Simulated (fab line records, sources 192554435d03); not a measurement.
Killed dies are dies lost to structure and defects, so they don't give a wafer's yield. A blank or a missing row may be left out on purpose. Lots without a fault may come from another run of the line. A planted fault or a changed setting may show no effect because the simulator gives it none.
Chamber matching | flow n5_finfet | N5_BEOL_M2_VIA_ETCH_34 on rie_diel-05: 4 sister chambers
The step etches the open film in C4F6/O2, target depth 69.4 nm, time 65.9 s. 8 wafers are shown with their chamber, then 10 later ones without.

WAFERS WITH THEIR CHAMBER
wafer  | chamber | showerhead_plenum_p_Torr (Torr) | throttle_valve_pct (%)
L078.5 | 0       | 2.78                            | 30.33
L084.5 | 0       | 2.77                            | 30.34
L088.4 | 2       | 3.01                            | 30.56
L090.5 | 3       | 2.92                            | 30.71
L089.3 | 2       | 3.01                            | 30.57
L089.5 | 1       | 2.86                            | 31.10
L091.2 | 1       | 2.86                            | 31.08
L091.4 | 3       | 2.92                            | 30.70

WAFERS WITHOUT THEIR CHAMBER
wafer  | showerhead_plenum_p_Torr (Torr) | throttle_valve_pct (%)
L091.6 | 2.86                            | 31.08
L092.2 | 2.92                            | 30.69
L092.3 | 2.86                            | 31.08
L092.5 | 2.86                            | 31.08
L094.1 | 2.76                            | 30.39
L094.3 | 3.01                            | 30.57
L094.4 | 2.86                            | 31.09
L093.1 | 2.76                            | 30.37
L093.4 | 2.86                            | 31.11
L093.6 | 2.86                            | 31.07

WHICH CHAMBER EACH WENT THROUGH
wafer  | from the rows above | in truth
L091.6 | 1                   | 1
L092.2 | 3                   | 3
L092.3 | 1                   | 1
L092.5 | 1                   | 1
L094.1 | 0                   | 0
L094.3 | 2                   | 2
L094.4 | 1                   | 1
L093.1 | 0                   | 0
L093.4 | 1                   | 1
L093.6 | 1                   | 1
Placed correctly: 10 of 10. Can't be placed from these rows: 0. Placed wrongly: 0.
How it was worked out, from the rows above alone: a wafer's distance from a chamber is the root of the sum, over the readings, of the square of ((its reading less the chamber's mean) divided by the reading's scatter). The wafer belongs to the nearest chamber; if the next one is less than 2 further off, it can't be placed. A chamber's mean is the mean of its shown wafers. The scatter: the root of (the sum of the squares of (reading less its chamber's mean) over the shown wafers, divided by (wafers less chambers)).
